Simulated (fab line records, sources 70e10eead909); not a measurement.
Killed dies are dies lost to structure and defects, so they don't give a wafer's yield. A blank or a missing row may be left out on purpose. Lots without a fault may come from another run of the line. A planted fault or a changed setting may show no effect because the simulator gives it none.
fab line records | flow nand_harc
record lots=6 wafers=18 last_day=33
route steps=1302 shown P_ZERO_WELL@29 P_STI@69 END@1302
lots that met no fault: from a run of the same line without faults
start_h: hours from the record's first day to the start of the lot's first wafer shown | wait_h: hours since the lot's step before | " the same as in the row above | L1.1+2: a row that stands for several wafers | - no value, or no start given | * or withheld: withheld | < > ~ a bound
route shown NAME@n: a module of which the file shows steps, and the number in the route of the first | usual: mean/standard deviation of fault-free wafers | same: alike in all rows | chamber/n: place in a boat | sites: the reading at each site | _std_site: their standard deviation | _edge_site: outer sites' mean less inner sites' | radius_mm: how far each site lies from the wafer's centre | mask NAME#n: copy n | behind: the tool/chamber that last shaped the wafer | hold: why the lot was held/for how many hours/how that ended | device: the transistor (n, p or np) that didn't switch | end of line: the same wafers' tests at the end of the route | a step without rows: its recipe alone | killed: dies lost to structure and defects at the first sort, not the wafer's yield | map: a wafer's dies, x killed, . not, _ none there
set.NAME: the setting as run; set.NAME@STEP: as run at that earlier step | model.NAME: the simulator's own value behind a step, which no gauge read
lots at some steps of the route; a table a step, a row a wafer
services: from which hour (start_h, from the record's first day; less than 0 if before it) a tool's chamber was out of use, for how many hours, and why
## steps
# step NHARC_P_ZERO_WELL_CD_MEAS_24
# recipe target_cd_nm=720 landing_energy_ev=500
# usual cd_nm=719.6/1.8
# columns lot.wafer tool chamber start_h wait_h cd_nm
L539.1 cd_sem-01 0 62.76 - 718.3
L539.4 " 0 " " 716.8
L539.5 " 0 " " 717.6
L541.1 cd_sem-02 0 82.35 - 721.1
L541.4 " 0 " " 720.2
L541.6 " 0 " " 716.4
L543.1 cd_sem-02 0 102.62 - 719.1
L543.5 " 0 " " 720.4
L543.6 " 0 " " 720.4
L549.1 cd_sem-02 0 162.35 - 721.4
L549.2 " 0 " " 720.9
L549.4 " 0 " " 722.5
L552.4 cd_sem-01 0 192.70 - 721.4
L552.5 " 0 " " 719.4
L552.6 " 0 " " 720.4
L558.1 cd_sem-01 0 252.52 - 722.3
L558.4 " 0 " " 716.4
L558.6 " 0 " " 717.5
# step NHARC_P_ZERO_WELL_HARDBAKE_25
# recipe temp_c=125 time_s=80
# step NHARC_P_ZERO_WELL_DESCUM_26
# recipe time_s=3 o2_flow_sccm=200 ar_flow_sccm=0 bias_power_w=0 chemistry=O2
# usual drypump_motor_current_A=5.7/0.45 oes_product_au=1.002/0.011 rf_vpp_V=57.6/0.84 showerhead_plenum_p_Torr=1.88/0.085 throttle_valve_pct=11.311/0.0089
# columns lot.wafer tool chamber start_h wait_h drypump_motor_current_A oes_product_au rf_hours_counter_h rf_vpp_V showerhead_plenum_p_Torr throttle_valve_pct
L539.4 rie_diel-11 2 62.92 - 5.5 1.006 50 55.7 1.81 11.321
L539.1 " 1 " " 5.8 1.004 49 57.8 2.02 11.303
L539.5 " 3 " " 5.8 1.014 - 56.6 1.80 11.323
L541.4 rie_diel-04 2 82.54 - 5.7 1.010 21 57.4 1.95 11.286
L541.1 " 3 " " 6.2 1.015 22 57.4 1.93 11.311
L541.6 " 0 " " 5.2 0.981 - 58.4 1.84 11.304
L543.1 rie_diel-05 2 102.82 - 6.3 0.994 19 58.3 1.85 11.308
L543.6 " 3 " " 4.9 1.000 - 58.2 1.80 11.297
L543.5 " 0 " " 5.5 1.002 - 57.6 2.01 11.320
L549.1 rie_diel-04 3 162.51 - 6.2 1.011 49 58.4 1.93 11.305
L549.2 " 0 " " 5.2 0.991 48 57.8 1.83 11.313
L549.4 " 1 " " 5.4 1.021 48 57.0 1.76 11.308
L552.4 rie_diel-04 1 192.85 - 5.4 1.001 1 59.7 2.08 11.323
L552.5 " 1 " " 5.4 0.990 - 58.5 2.08 11.314
L552.6 " 2 " " 5.7 0.998 - 59.2 1.94 11.294
L558.1 rie_diel-04 0 252.70 - 5.2 0.989 17 57.1 1.82 11.300
L558.4 " 1 " " 5.4 0.999 19 57.3 2.07 11.311
L558.6 " 3 " " 6.3 0.994 - 57.2 1.92 11.310
# step NHARC_P_ZERO_WELL_IMPLANT_27
# recipe energy_kev=600 dose_cm2=1e+13 tilt_deg=7
# step NHARC_P_ZERO_WELL_IMPLANT_57
# recipe energy_kev=250 dose_cm2=4e+12 tilt_deg=7
# step NHARC_P_ZERO_WELL_IMPLANT_58
# recipe energy_kev=100 dose_cm2=2e+12 tilt_deg=7
# step NHARC_P_ZERO_WELL_STRIP_28
# recipe time_s=840 temp_c=130 chemistry=SPM
# step NHARC_P_ZERO_WELL_DEHYDRATE_29
# recipe temp_c=150 time_s=120
# step NHARC_P_ZERO_WELL_HMDS_30
# recipe time_s=30
# step NHARC_P_ZERO_WELL_COAT_31
# recipe spin_rpm=withheld
# step NHARC_P_ZERO_WELL_SOFTBAKE_32
# recipe temp_c=122 time_s=95
# step NHARC_P_ZERO_WELL_EBR_33
# step NHARC_P_ZERO_WELL_EXPOSE_34
# recipe na=0.6 target_cd_nm=720 dose_mj=22.31 mask_id=P_PWELL
# columns lot.wafer tool chamber start_h wait_h mask model.P_ZERO_WELL.overlay_x_nm
L539.1+4+5 krf_scanner-04 0 64.25 - P_PWELL#0 6.866
L541.1+4+6 krf_scanner-02 0 83.83 - P_PWELL#0 5.232
L543.1+5+6 krf_scanner-04 0 103.98 - P_PWELL#0 163.3
L549.1+2+4 krf_scanner-04 0 163.86 - P_PWELL#0 155.7
L552.4+5+6 krf_scanner-02 0 194.06 - P_PWELL#0 0.4084
L558.1+4+6 krf_scanner-01 0 254.02 - P_PWELL#0 -4.119
# step NHARC_P_ZERO_WELL_PEB_35
# recipe peb_temp_c=118 peb_time_s=85
# step NHARC_P_ZERO_WELL_DEVELOP_36
# recipe time_s=70
# step NHARC_P_ZERO_WELL_CD_MEAS_37
# recipe target_cd_nm=720 landing_energy_ev=500
# usual cd_nm=720.2/1.4
# columns lot.wafer tool chamber start_h wait_h cd_nm
L539.1 cd_sem-03 0 64.40 - 720.4
L539.4 " 0 " " 719.0
L539.5 " 0 " " 721.4
L541.1 cd_sem-01 0 83.99 - 719.2
L541.4 " 0 " " 718.9
L541.6 " 0 " " 719.6
L543.1 cd_sem-02 0 104.14 - 717.0
L543.5 " 0 " " 719.8
L543.6 " 0 " " 718.4
L549.1 cd_sem-03 0 164.01 - 721.0
L549.2 " 0 " " 722.4
L549.4 " 0 " " 720.4
L552.4 cd_sem-03 0 194.21 - 718.7
L552.5 " 0 " " 718.4
L552.6 " 0 " " 721.3
L558.1 cd_sem-03 0 254.17 - 721.7
L558.4 " 0 " " 718.9
L558.6 " 0 " " 720.9
# step NHARC_P_ZERO_WELL_HARDBAKE_38
# recipe temp_c=125 time_s=80
# step NHARC_P_ZERO_WELL_DESCUM_39
# recipe time_s=3 o2_flow_sccm=200 ar_flow_sccm=0 bias_power_w=0 chemistry=O2
# usual drypump_motor_current_A=5.8/0.51 oes_product_au=1.001/0.011 rf_vpp_V=57.7/0.89 showerhead_plenum_p_Torr=1.89/0.079 throttle_valve_pct=11.311/0.0086
# columns lot.wafer tool chamber start_h wait_h drypump_motor_current_A oes_product_au rf_hours_counter_h rf_vpp_V showerhead_plenum_p_Torr throttle_valve_pct
L539.1 rie_diel-04 2 64.61 - 5.7 1.010 14 58.2 1.96 11.299
L539.4 " 3 " " 6.3 1.000 14 58.2 1.94 11.301
L539.5 " 1 " " 5.4 1.003 - 57.5 1.77 11.308
L541.1 rie_diel-04 0 84.18 - 5.2 0.990 23 57.1 1.84 11.312
L541.4 " 2 " " 5.7 1.012 22 57.8 1.95 11.299
L541.6 " 0 " " 5.2 0.994 - 56.7 1.84 11.292
L543.1 rie_diel-04 2 104.30 - 5.7 0.997 31 57.0 1.95 11.327
L543.6 " 2 " " 5.7 1.009 - 58.8 1.95 11.301
L543.5 " 3 " " 6.2 0.992 - 59.0 1.93 11.300
L549.2 rie_diel-05 1 164.18 - 6.6 1.005 41 57.9 1.88 11.310
L549.1 " 2 " " 6.3 0.994 39 58.7 1.84 11.315
L549.4 " 2 " " 6.3 0.996 - 57.1 1.84 11.317
L552.4 rie_diel-11 2 194.37 - 5.5 1.020 36 58.1 1.80 11.304
L552.6 " 2 " " 5.5 1.017 - 57.1 1.80 11.291
L552.5 " 3 " " 5.8 1.016 - 56.2 1.78 11.315
L558.1 rie_diel-05 3 254.35 - 5.0 0.984 5 57.4 1.78 11.295
L558.4 " 0 " " 5.5 1.003 5 57.4 2.00 11.311
L558.6 " 2 " " 6.3 0.994 - 56.7 1.83 11.316
# step NHARC_P_ZERO_WELL_IMPLANT_40
# recipe energy_kev=300 dose_cm2=1e+13 tilt_deg=7
# step NHARC_P_ZERO_WELL_IMPLANT_59
# recipe energy_kev=120 dose_cm2=5e+12 tilt_deg=7
# step NHARC_P_ZERO_WELL_IMPLANT_60
# recipe energy_kev=30 dose_cm2=2e+12 tilt_deg=7
# step NHARC_P_ZERO_WELL_STRIP_41
# recipe time_s=840 temp_c=130 chemistry=SPM
# step NHARC_P_ZERO_WELL_DEHYDRATE_44
# recipe temp_c=150 time_s=120
# step NHARC_P_ZERO_WELL_HMDS_45
# recipe time_s=30
# step NHARC_P_ZERO_WELL_COAT_46
# recipe spin_rpm=withheld
# step NHARC_P_ZERO_WELL_SOFTBAKE_47
# recipe temp_c=122 time_s=95
# step NHARC_P_ZERO_WELL_EBR_48
# step NHARC_P_ZERO_WELL_EXPOSE_49
# recipe na=0.6 target_cd_nm=2000 dose_mj=22.64 mask_id=P_HVPW
# step NHARC_P_ZERO_WELL_PEB_50
# recipe peb_temp_c=118 peb_time_s=85
# step NHARC_P_ZERO_WELL_DEVELOP_51
# recipe time_s=70
# step NHARC_P_ZERO_WELL_CD_MEAS_52
# recipe target_cd_nm=2000 landing_energy_ev=500
# usual cd_nm=1999.8/1.9
# columns lot.wafer tool chamber start_h wait_h cd_nm
L539.1 cd_sem-01 0 65.93 - 1997.3
L539.4 " 0 " " 1999.0
L539.5 " 0 " " 1997.2
L541.1 cd_sem-01 0 85.66 - 1997.7
L541.4 " 0 " " 1998.6
L541.6 " 0 " " 2000.3
L543.1 cd_sem-03 0 105.77 - 2000.8
L543.5 " 0 " " 2000.0
L543.6 " 0 " " 2000.7
L549.1 cd_sem-02 0 165.68 - 2000.1
L549.2 " 0 " " 1999.7
L549.4 " 0 " " 1999.5
L552.4 cd_sem-03 0 195.86 - 1997.7
L552.5 " 0 " " 2002.3
L552.6 " 0 " " 1998.1
L558.1 cd_sem-03 0 255.68 - 2005.1
L558.4 " 0 " " 2000.3
L558.6 " 0 " " 2001.6
# step NHARC_P_ZERO_WELL_HARDBAKE_53
# recipe temp_c=125 time_s=80
# step NHARC_P_ZERO_WELL_DESCUM_54
# recipe time_s=3 o2_flow_sccm=200 ar_flow_sccm=0 bias_power_w=0 chemistry=O2
# usual drypump_motor_current_A=5.8/0.54 oes_product_au=1.003/0.0097 rf_vpp_V=57.6/0.91 showerhead_plenum_p_Torr=1.89/0.087 throttle_valve_pct=11.310/0.0095
# columns lot.wafer tool chamber start_h wait_h drypump_motor_current_A oes_product_au rf_hours_counter_h rf_vpp_V showerhead_plenum_p_Torr throttle_valve_pct
L539.1 rie_diel-05 3 66.09 - 4.9 1.019 2 56.9 1.80 11.293
L539.4 " 2 " " 6.4 1.006 4 57.1 1.85 11.308
L539.5 " 0 " " 5.5 1.011 - 59.4 2.02 11.323
L541.1 rie_diel-05 0 86.17 - 5.5 1.007 9 57.4 2.01 11.317
L541.4 " 2 " " 6.4 0.998 13 57.7 1.85 11.314
L541.6 " 0 " " 5.5 1.004 - 60.4 2.01 11.321
L543.1 rie_diel-04 0 105.97 - 5.2 0.974 30 58.2 1.84 11.323
L543.5 " 1 " " 5.4 1.011 - 57.8 1.77 11.302
L543.6 " 2 " " 5.7 0.994 - 57.0 1.95 11.284
L549.1 rie_diel-04 2 165.86 - 5.7 1.002 51 57.5 1.94 11.316
L549.4 " 3 " " 6.3 1.000 50 57.2 1.93 11.310
L549.2 " 0 " " 5.2 0.986 49 59.2 1.83 11.309
L552.4 rie_diel-11 2 196.02 - 5.6 1.009 36 57.4 1.80 11.313
L552.5 " 1 " " 5.8 0.984 - 57.9 2.00 11.288
L552.6 " 2 " " 5.5 1.011 - 57.8 1.80 11.302
L558.1 rie_diel-04 0 255.84 - 5.2 0.993 17 57.9 1.82 11.301
L558.4 " 3 " " 6.3 0.994 21 57.0 1.92 11.303
L558.6 " 0 " " 5.2 0.999 - 57.5 1.82 11.289
# step NHARC_P_ZERO_WELL_IMPLANT_55
# recipe energy_kev=180 dose_cm2=8e+11 tilt_deg=7
# step NHARC_P_ZERO_WELL_IMPLANT_61
# recipe energy_kev=30 dose_cm2=5e+11 tilt_deg=7
# step NHARC_P_ZERO_WELL_STRIP_56
# recipe time_s=840 temp_c=130 chemistry=SPM
# step NHARC_P_ZERO_WELL_PRECLEAN_68
# recipe time_s=60 temp_c=50 bath_age_min=0 chemistry=SC1
# step NHARC_P_ZERO_WELL_SRD_69
# step NHARC_P_ZERO_WELL_RTA_42
# recipe temp_c=1100 time_s=300
# usual lamp_power_pct=35.8/2.7 wafer_temp_C_max=1105.2/0.99
# columns lot.wafer tool chamber start_h wait_h lamp_power_pct wafer_temp_C_max
L539.1 rtp_anneal-01 0 67.09 - 38.8 1105.0
L539.4 " 0 " " 38.7 1104.3
L539.5 " 0 " " 38.7 1105.6
L541.1 rtp_anneal-02 0 87.14 - 33.3 1104.4
L541.4 " 0 " " 33.2 1105.5
L541.6 " 0 " " 33.2 1104.5
L543.1 rtp_anneal-02 0 106.91 - 33.3 1104.5
L543.5 " 0 " " 33.3 1105.2
L543.6 " 0 " " 33.3 1104.1
L549.1 rtp_anneal-01 0 166.83 - 38.8 1104.8
L549.2 " 0 " " 38.7 1105.0
L549.4 " 0 " " 38.8 1105.3
L552.4 rtp_anneal-01 0 197.31 - 38.8 1105.0
L552.5 " 0 " " 38.8 1105.2
L552.6 " 0 " " 38.7 1107.3
L558.1 rtp_anneal-01 0 256.82 - 38.8 1104.8
L558.4 " 0 " " 38.9 1104.7
L558.6 " 0 " " 38.8 1105.6
# step NHARC_P_ZERO_WELL_INSPECT_43
# usual raw_defect_count=12/5.5
# columns lot.wafer tool chamber start_h wait_h raw_defect_count
L539.1 defect_inspect-01 - 67.76 0.6 9
L539.4 " - " " 8
L539.5 " - " " 19
L541.1 defect_inspect-01 - 87.81 0.6 13
L541.4 " - " " 10
L541.6 " - " " 8
L543.1 defect_inspect-02 - 107.58 0.6 8
L543.5 " - " " 18
L543.6 " - " " 3
L549.1 defect_inspect-02 - 167.50 0.6 8
L549.2 " - " " 4
L549.4 " - " " 10
L552.4 defect_inspect-02 - 197.69 0.3 7
L552.5 " - " " 11
L552.6 " - " " 5
L558.1 defect_inspect-02 - 257.50 0.6 21
L558.4 " - " " 19
L558.6 " - " " 10
# step NHARC_P_STI_ETCH_26
# recipe target_depth_a=110 chemistry=dHF material=SiO2
# step NHARC_P_STI_PRECLEAN_27
# recipe time_s=* temp_c=50 bath_age_min=0 chemistry=SC1
# step NHARC_END_SORT_01
# recipe temp_c=25
# usual killed_at_array=64/16 killed_at_other=1.0/1.1 killed_at_periphery=3.5/2.3 killed_dies=69/17 killed_open=3.2/1.6 killed_short=2.4/1.6
# same gross_dies=677
# columns lot.wafer tool chamber start_h wait_h hold killed_at_array killed_at_other killed_at_periphery killed_dies killed_open killed_short
L539.1 prober-01 0 590.69 2.5 - 78 2 2 82 2 0
L539.4 prober-01 0 593.11 3.4 - 58 1 6 65 4 0
L539.5 prober-01 0 593.91 3.7 - 80 1 3 84 2 5
L541.1 prober-01 0 621.07 2.5 - 78 1 2 81 3 2
L541.4 prober-01 0 623.50 3.4 - 90 1 1 92 1 1
L541.6 prober-01 0 625.12 4.0 - 75 0 1 76 2 1
L543.1 prober-01 0 664.09 2.5 await_dispo/2.1h/scrap 63 3 578 644 4 1
L543.5 prober-01 0 667.24 3.6 await_dispo/2.1h/scrap 54 2 586 642 4 2
L543.6 prober-01 0 668.02 3.9 await_dispo/2.1h/scrap 54 3 593 650 4 1
L549.1 prober-02 0 707.01 2.5 await_dispo/7.9h/scrap 34 0 593 627 1 2
L549.2 prober-02 0 707.80 2.8 await_dispo/7.9h/scrap 38 0 570 608 4 0
L549.4 prober-02 0 709.39 3.4 await_dispo/7.9h/scrap 47 2 590 639 1 2
L552.4 prober-01 0 713.69 3.4 - 91 0 0 91 3 1
L552.5 prober-01 0 714.48 3.7 - 94 0 4 98 3 1
L552.6 prober-01 0 715.28 4.0 - 88 0 3 91 3 4
L558.1 prober-02 0 794.81 2.5 - 60 0 5 65 8 1
L558.4 prober-02 0 797.16 3.3 - 70 0 5 75 4 6
L558.6 prober-02 0 798.73 3.9 - 55 0 4 59 5 1
# killed by level:class
L539.1 A_CHANNEL_HOLE_D2:chamber_film_flake=38 A_CHANNEL_HOLE_D1:chamber_film_flake=37 THIN_TSV:chamber_film_flake=2 P_CONTACT:geometric_particle:open=1 A_ONON_D1:geometric_particle:open=1 P_BONDPAD:chamber_film_flake=1 A_ZERO_WELL:chamber_film_flake=1 A_STAIRCASE:chamber_film_flake=1
L539.4 A_CHANNEL_HOLE_D1:chamber_film_flake=31 A_CHANNEL_HOLE_D2:chamber_film_flake=16 A_CONTACT:chamber_film_flake=6 P_M1:geometric_particle:open=2 A_STAIRCASE:chamber_film_flake=2 A_ONON_D1:geometric_particle:open=1 A_ONON_D2:geometric_particle:open=1 P_ZERO_WELL:chamber_film_flake=1
L539.5 A_CHANNEL_HOLE_D2:chamber_film_flake=33 A_CHANNEL_HOLE_D1:chamber_film_flake=32 A_CONTACT:chamber_film_flake=5 A_STAIRCASE:chamber_film_flake=3 A_ONON_D1:geometric_particle:short=2 P_GATE:chamber_film_flake=2 P_M0:geometric_particle:open=1 A_CHANNEL_HOLE_D1:geometric_particle:short=1
L541.1 A_CHANNEL_HOLE_D2:chamber_film_flake=39 A_SLIT:chamber_film_flake=22 A_CHANNEL_HOLE_D1:chamber_film_flake=6 A_STAIRCASE:chamber_film_flake=4 A_CONTACT:chamber_film_flake=4 P_CONTACT:geometric_particle:open=1 A_SOURCE_PLATE:geometric_particle:short=1 A_WL_FILL:geometric_particle:short=1
L541.4 A_CHANNEL_HOLE_D2:chamber_film_flake=39 A_SLIT:chamber_film_flake=34 A_CHANNEL_HOLE_D1:chamber_film_flake=6 A_STAIRCASE:chamber_film_flake=6 A_CHANNEL_FILL_D1:chamber_film_flake=2 A_CONTACT:chamber_film_flake=2 P_CONTACT:geometric_particle:short=1 A_CHANNEL_FILL_D1:geometric_particle:open=1
L541.6 A_SLIT:chamber_film_flake=32 A_CHANNEL_HOLE_D2:chamber_film_flake=30 A_CHANNEL_HOLE_D1:chamber_film_flake=6 A_CHANNEL_FILL_D1:chamber_film_flake=2 A_ONON_D1:geometric_particle:open=1 A_DECK1_JOINT:geometric_particle:short=1 A_M0:geometric_particle:open=1 P_STI:chamber_film_flake=1
L543.1 P_ZERO_WELL:overlay=575 A_CHANNEL_HOLE_D1:chamber_film_flake=37 A_CHANNEL_HOLE_D2:chamber_film_flake=18 THIN_TSV:chamber_film_flake=3 A_ZERO_WELL:chamber_film_flake=2 P_CONTACT:geometric_particle:open=1 P_M0:geometric_particle:open=1 A_DECK1_JOINT:geometric_particle:short=1
L543.5 P_ZERO_WELL:overlay=584 A_CHANNEL_HOLE_D1:chamber_film_flake=30 A_CHANNEL_HOLE_D2:chamber_film_flake=14 A_CHANNEL_FILL_D1:chamber_film_flake=3 A_STAIRCASE:chamber_film_flake=2 THIN_TSV:chamber_film_flake=2 P_GATE:geometric_particle:open=1 P_CONTACT:geometric_particle:open=1
L543.6 P_ZERO_WELL:overlay=591 A_CHANNEL_HOLE_D1:chamber_film_flake=32 A_CHANNEL_HOLE_D2:chamber_film_flake=13 A_CONTACT:chamber_film_flake=4 THIN_TSV:chamber_film_flake=3 P_CONTACT:geometric_particle:open=1 A_CHANNEL_HOLE_D1:geometric_particle:open=1 A_CHANNEL_FILL_D1:geometric_particle:open=1
L549.1 P_ZERO_WELL:overlay=584 A_CHANNEL_HOLE_D2:chamber_film_flake=22 P_BONDPAD:chamber_film_flake=5 A_CHANNEL_HOLE_D1:chamber_film_flake=5 P_M0:chamber_film_flake=4 A_CHANNEL_FILL_D1:chamber_film_flake=2 A_STAIRCASE:chamber_film_flake=2 A_ONON_D2:geometric_particle:short=1
L549.2 P_ZERO_WELL:overlay=562 A_CHANNEL_HOLE_D2:chamber_film_flake=20 A_CHANNEL_HOLE_D1:chamber_film_flake=7 A_SLIT:chamber_film_flake=6 P_BONDPAD:chamber_film_flake=5 A_WL_FILL:geometric_particle:open=2 P_M0:chamber_film_flake=2 A_DECK1_JOINT:geometric_particle:open=1
L549.4 P_ZERO_WELL:overlay=585 A_CHANNEL_HOLE_D2:chamber_film_flake=26 A_CHANNEL_HOLE_D1:chamber_film_flake=12 A_SLIT:chamber_film_flake=4 P_M0:chamber_film_flake=3 THIN_TSV:chamber_film_flake=2 A_ONON_D1:geometric_particle:short=1 A_ONON_D2:geometric_particle:short=1
L552.4 A_CHANNEL_HOLE_D1:chamber_film_flake=32 A_SLIT:chamber_film_flake=28 A_CONTACT:chamber_film_flake=9 A_CHANNEL_HOLE_D2:chamber_film_flake=8 A_STAIRCASE:chamber_film_flake=3 A_M0:geometric_particle:open=2 A_CHANNEL_FILL_D1:chamber_film_flake=2 A_DECK1_JOINT:chamber_film_flake=2
L552.5 A_CHANNEL_HOLE_D1:chamber_film_flake=40 A_SLIT:chamber_film_flake=31 A_CONTACT:chamber_film_flake=11 A_CHANNEL_HOLE_D2:chamber_film_flake=7 P_M2:chamber_film_flake=2 P_CONTACT:geometric_particle:open=1 P_M1:geometric_particle:short=1 A_SGD_CUT:geometric_particle:open=1
L552.6 A_CHANNEL_HOLE_D1:chamber_film_flake=32 A_SLIT:chamber_film_flake=28 A_CONTACT:chamber_film_flake=11 A_CHANNEL_HOLE_D2:chamber_film_flake=4 P_M2:chamber_film_flake=3 A_ZERO_WELL:chamber_film_flake=3 A_ONON_D1:geometric_particle:short=1 A_ONON_D1:geometric_particle:open=1
L558.1 A_CHANNEL_HOLE_D2:chamber_film_flake=32 A_SLIT:chamber_film_flake=15 A_STAIRCASE:chamber_film_flake=4 A_CONTACT:chamber_film_flake=3 P_M0:geometric_particle:open=2 A_CHANNEL_FILL_D2:geometric_particle:open=2 P_CONTACT:chamber_film_flake=2 P_CONTACT:geometric_particle:open=1
L558.4 A_CHANNEL_HOLE_D2:chamber_film_flake=39 A_CHANNEL_HOLE_D1:chamber_film_flake=6 A_SLIT:chamber_film_flake=6 A_STAIRCASE:chamber_film_flake=4 A_CONTACT:chamber_film_flake=3 A_WL_FILL:geometric_particle:short=2 P_ZERO_WELL:chamber_film_flake=2 P_CONTACT:chamber_film_flake=2
L558.6 A_CHANNEL_HOLE_D2:chamber_film_flake=30 A_SLIT:chamber_film_flake=8 A_STAIRCASE:chamber_film_flake=5 A_CHANNEL_HOLE_D1:chamber_film_flake=3 A_M1:geometric_particle:open=2 A_CONTACT:chamber_film_flake=2 A_ONON_D1:geometric_particle:open=1 A_CHANNEL_FILL_D1:geometric_particle:short=1
# map L543.6 (x killed, . not)
____________x____________
_________xxxxxx._________
_______xxxxxxxxxxx_______
______xxxxxxxxxxxxx______
_____xxxxxxxxxxxxxxx_____
____xxxxxxxxxxxxxx.xx____
____xxxxxxxxxxxxxxxxx____
___xxxxxx.xxxxxxxxxxxx___
___xxxxxxxxxx.xxxxxxxx___
__xxxxxxxxxxxxxxxxxxxxx__
__xxxxxxxxxxx.xxxxxxxxx__
_xxxxxxxxxxxxxxx.xxxxxxx_
_xxxxxxxxxxxxxx.xxxxxxxx_
_.xxxxxxxxxxxxxxxxxxxxxx_
_xxxxxxxxx.xxxxxxxxxxxxx_
_xxxxxxxxxxxxxx.xxxxxxxx_
xxxxxx.xxxxxxxxxxxxxxxxxx
xxxxxxxx.xxxxxxxxxxxxxxxx
xxxxxxxxxx.xxxxxxxxxxxxxx
xxxxxxxxxxxxxxxxxxxxxxxxx
xxxxxxxx.xxxxxxxxxxxxxxxx
_xxxxxxxxxxxxxxxxxxxxxxx_
_xxxxxxxxxxx.xxxxxxxxxxx_
_xxxxxxxxxxxxxxxxxxxxxxx_
_xxxxxxxxxxxxxxxxxxxxxxx_
_xxxxxx..xxxxxx.xxxxxxxx_
__xxxxxxxxxx.xxxxx.xxxx__
__xxxxx.x..xxxxxxxxxxxx__
___xxxxxxxxxxxxxxxxxx.___
___xxxxxxxxxxxxxxxxxxx___
____xxxxxxxxxxxxxxxxx____
____xxxxxxxxx.xxxxxxx____
_____xxxxxxxxxxxxxxx_____
______xxxxxxxxxxxxx______
_______xxxxx.xxxxx_______
_________xxxxx.x_________
____________x____________
# map L549.4 (x killed, . not)
____________x____________
_________xxxxxxx_________
_______xxxxxxxxxxx_______
______xx.xx.x.xx.xx______
_____xx.xxxxxxxxxxxx_____
____xxxxxxxxxxxxxxxxx____
____xxxxxxxxxxxxxxx.x____
___xxxxxxx.xxxxxxxx.xx___
___xxxxxxxxxxxx.xxxxxx___
__xxxx.xxxxxxxxxxxxxxxx__
__xxxxxxx.xxxxxxxxxxxxx__
_xx.xxxxxxxxxxxxxxxxxxxx_
_xxxxxxxxx.xxxxxxxxxxxxx_
_xxxxxxxxxxxxxxxxxxxxxxx_
_xxxxxxxxxxxxxxxxxxxxxxx_
_xxx.xxxxxxxxxxxxxxxxxxx_
xxxxxxxxxxxxx.xxxxxxxxxxx
xxxxxxxxxxxxxxxxx..xxxxxx
xxxxxxxxxxxx.xxxxxxxxxxxx
xxxx.xx...xxxxxxx..xxxxxx
xxxxxxxxxx.xx.xxxxxxxxxxx
_xxxxxxxxxxxxxxxxxxxxxxx_
_xxxxxxxxxxxxxxxxxxxx.xx_
_xxxx.xxxxxxxxxxxxxx.xxx_
_xx.xxxxxxxxxx.xxxxxxxxx_
_xxxxxxxxx..xxxxxxxxxxxx_
__xxxxxxxxxxxxxxx.xxxxx__
__xxxxxxxxxxxxxxxxx.xxx__
___xxxxxxxxxxxxxxxxx.x___
___xxxxxxxxxxxxx.xxxxx___
____xxxxxxxxxxxxxxxxx____
____xxxxxxxxxxxxxxxxx____
_____xxxxxxxxxxxx.xx_____
______xxxxxxxxxxxxx______
_______xxxxxxxxxxx_______
_________xxxxxxx_________
____________x____________
## services
# columns tool chamber start_h hours kind
krf_scanner-01 - 47.52 1.3 repair
rie_diel-05 - 52.65 9.0 pm
rie_diel-11 0 52.67 9.7 repair
krf_scanner-04 - 62.07 1.8 repair
krf_scanner-02 - 75.76 1.0 repair
rie_diel-11 - 78.63 9.0 pm
krf_scanner-02 - 94.02 4.0 pm
krf_scanner-02 - 112.16 2.4 repair
krf_scanner-01 - 121.79 0.7 repair
krf_scanner-02 - 128.11 1.4 repair
krf_scanner-04 - 131.76 1.7 repair
rie_diel-05 0 133.98 3.9 repair
krf_scanner-01 - 140.00 4.0 pm
rie_diel-04 1 151.58 1.9 repair
rie_diel-04 1 157.93 2.0 repair
rie_diel-05 0 159.05 37.6 repair
rie_diel-05 1 168.30 2.3 repair
rie_diel-04 - 177.90 9.0 pm
krf_scanner-04 - 182.00 4.0 pm
rie_diel-11 1 209.86 6.0 repair
krf_scanner-04 - 210.91 0.3 repair
rie_diel-05 - 229.65 9.0 pm
krf_scanner-04 - 243.16 6.1 repair
rie_diel-11 - 255.63 9.0 pm
## key
first_sign step=NHARC_END_SORT_01 reading=killed_at_periphery direction=up sigmas=99+ usual=3.5 struck=585
effect step=NHARC_END_SORT_01 reading=killed_dies direction=up sigmas=34 usual=69 struck=635
model_effect step=NHARC_P_ZERO_WELL_EXPOSE_34 value=P_ZERO_WELL.overlay_x_nm without=2.296 struck=159.5
more_kills_born_at NHARC_P_ZERO_WELL_EXPOSE_34@krf_scanner-04=3481
met_at NHARC_P_ZERO_WELL_EXPOSE_34
struck_wafers L543.1,L543.5,L543.6,L549.1,L549.2,L549.4
tester_left_out L543,L549
onset_between 64.25 103.98
fault kind=scanner_matching_overlay tool=krf_scanner-04 chamber=- onset_h=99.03 steps=NHARC_P_ZERO_WELL_EXPOSE_34 offset=157.21
# tester_left_out: of these lots the tester's yield and bins aren't shown, on N5 and GAA mostly nor the transistor test; their killed dies are dies lost to structure and defects alone, not to doping, threshold or leakage, so they don't give the yield
